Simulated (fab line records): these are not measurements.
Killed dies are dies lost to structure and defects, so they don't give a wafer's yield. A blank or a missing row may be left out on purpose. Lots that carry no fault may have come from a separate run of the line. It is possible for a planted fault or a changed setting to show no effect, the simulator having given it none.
Comparing a struck lot with a sound one ; flow n5 finfet ; 39 out of 1938 route steps
Sound: these wafers, L560.3, L560.4, L560.6. Struck: wafer L559.2. (L559.1, L559.6 of the same lot were not struck and are left out.) The cause comes at the end.
Per side, at each step with rows, come the tool, then ch with its chambers, and then its first start. Under that, the readings that differ: sound wafers ; struck wafers ; difference of the means ; sigmas: that difference in standard deviations of wafers without a fault.
alike: a reading whose means differ by less than 2 such deviations, as well as words and numbers matching on both sides. not compared: withheld readings; readings where some wafer has no value; bounds like >300 that might hide an equal value; numbers whose values overlap and for which the record gives no deviation.
The two part at a step that has a row with sigmas, a row that says differs or no value, or rows on one side only. Numbers that have no deviation but don't overlap get no sigmas and don't part them. A reading that every wafer of one side lacks parts them only if that side has two wafers or more.

first, 9 steps without rows for these wafers: N5_BEOL_M13_SOFTBAKE_23 (time 60 s); N5_BEOL_M13_EXPOSE_25 (exposes mask M13, target cd 210 nm); N5_BEOL_M13_PEB_26 (peb time 90 s); N5_BEOL_M13_DEVELOP_27 (develop time 45 s); N5_BEOL_M13_HARDBAKE_32 (time 120 s); N5_BEOL_M13_DESCUM_33 (chemistry O2, time 7.9 s); N5_BEOL_M13_ETCH_67 (etches SiARC in CF4, target depth 143 nm, time 238.3 s); N5_BEOL_M13_ETCH_68 (etches SOC in N2/H2, time 355 s); N5_BEOL_M13_STRIP_69 (strips in N2/H2).
N5_BEOL_M13_TRENCH_ETCH_34: etches SiOC in C4F8/O2/Ar, target depth 413.47 nm, time 162.6 s.
  sound on rie diel-01 ch 0,2,3, day 16 08:51; struck on rie diel-03 ch 3, day 16 11:01
reading;sound;struck;difference;sigmas
drypump motor current A (A);6.4 6.1 6.1;5.2;-1.0;-2
rf vpp V (V);665 668 673;660;-9;-3
showerhead plenum p Torr (Torr);3.35 3.49 3.62;3.25;-0.24;-2
model.etch.depth nm (nm);402.6 401.4 407.6;564.3;+160.4;
  alike: chamber pressure mTorr, he outer torr, oes product au, throttle valve pct
  not compared: rf hours counter h
then, 1 step without rows for these wafers: N5_BEOL_M13_STRIP_70 (strips in C4F8/O2/Ar).
N5_BEOL_M13_OCD_MEAS_35:
  sound on ocd-02 at day 16 09:02; struck on ocd-01 at day 16 11:11
reading;sound;struck;difference;sigmas
trench depth nm (nm);403 401 407;564;+160;+16
then, 11 steps without rows for these wafers: N5_BEOL_M13_STRIP_37 (strips in N2/H2); N5_BEOL_M13_ETCH_38 (etches SiCN in CF4/N2, target depth 67.5 nm, time 71.9 s); N5_BEOL_M13_PRECLEAN_39 (cleans in residue remover, time 60 s); N5_BEOL_M13_SRD_40 (time 30 s, dry time 30 s); N5_BEOL_M13_DEGAS_41 (time 60 s); N5_BEOL_M13_PRE_CLEAN_42 (time 30 s); N5_BEOL_M13_SPUTTER_43 (material TaN, target thk 15 nm, time 24.19 s); N5_BEOL_M13_SPUTTER_44 (material Ta, target thk 10 nm, time 16.13 s); N5_BEOL_M13_SPUTTER_45 (material Cu, target thk 80 nm, time 13.33 s); N5_BEOL_M13_ECD_47 (material Cu, target thk 936 nm); N5_BEOL_M13_ANNEAL_48 (time 90 s).
N5_BEOL_M13_CMP_49: polishes, stops on SiOC, t overpolish 17.1 s, target thk 420 nm.
  sound on cmp-03 ch 0,3, day 16 11:49; struck on cmp-04 ch 3, day 16 14:44
reading;sound;struck;difference;sigmas
model.Cu_of_BEOL_M13_ECD_47.thk nm (nm);408.8 408.8 413.6;569.2;+158.8;
  alike: barrier field endpoint s, motor current A, overpolish run s, platen rpm
N5_BEOL_M13_THK_MEAS_50: measures by xrf.
  sound on film metro-01 at day 16 12:06; struck on film metro-02 at day 16 14:59
reading;sound;struck;difference;sigmas
M13_THK (nm);408 408 414;575;+165;+15
then, 2 steps without rows for these wafers: N5_BEOL_M13_PRE_CLEAN_52 (time 15 s); N5_BEOL_M13_DEP_53 (deposits SiCN from 3MS/NH3, target thk 50 nm, time 17.8 s).
N5_BEOL_M13_RS_MEAS_54: a four-point-probe measurement.
  sound on film metro-01 at day 16 12:14; struck on film metro-02 at day 16 15:07
reading;sound;struck;difference;sigmas
M13_RS (ohm/sq);0.0461 0.0463 0.0456;0.0329;-0.0131;-12
then, 9 steps without rows for these wafers: N5_BEOL_M14_ILD_DEP_00 (deposits SiO2 from TEOS/O2, target thk 1119.3 nm, time 237.4 s); N5_BEOL_M14_COAT_58 (time 60 s, resist thk 89 nm); N5_BEOL_M14_COAT_04 (resist thk 800 nm); N5_BEOL_M14_EBR_06; N5_BEOL_M14_SOFTBAKE_05 (time 60 s); N5_BEOL_M14_EXPOSE_07 (exposes mask V13); N5_BEOL_M14_PEB_08 (peb time 90 s); N5_BEOL_M14_DEVELOP_09 (develop time 45 s); N5_BEOL_M14_HARDBAKE_14 (time 120 s).
N5_BEOL_M15_RC_MEAS_101:
  sound on prober-02 ch 0, day 17 01:16; struck on prober-02 ch 0, day 17 07:18
reading;sound;struck;difference;sigmas
COMB_M12 (S/m);5.6e-12 6.3e-12 6.8e-12;1.04e-11;+4.17e-12;+3
COMB_M8 (S/m);2.8e-11 4.3e-11 2.8e-11;1.8e-11;-1.5e-11;-3
SERP_M13 (ohm/um);0.319 0.318 0.315;0.222;-0.095;-10
SERP_M13_max_site (ohm/um);0.321 0.320 0.316;0.224;-0.095;-10
SERP_M8 (ohm/um);13.9 13.4 12.8;15.2;+1.8;+3
  alike: etest temp c, COMB_M10, COMB_M11, COMB_M14, COMB_M15, COMB_M5, COMB_M6, COMB_M7, COMB_M9, SERP_M10, SERP_M11, SERP_M12, SERP_M14, SERP_M5, SERP_M6, SERP_M7, SERP_M8_max_site, SERP_M9
after that, 1 step had no rows for these wafers: N5_PASSIVATION_PROBE_49.

## WHERE THEY PART
First at N5_BEOL_M13_TRENCH_ETCH_34; last, within this record, at N5_BEOL_M15_RC_MEAS_101.

WHY: what the simulator had put in
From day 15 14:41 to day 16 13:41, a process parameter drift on rie diel-03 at N5_BEOL_M13_TRENCH_ETCH_34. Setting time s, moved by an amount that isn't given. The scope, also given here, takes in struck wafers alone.
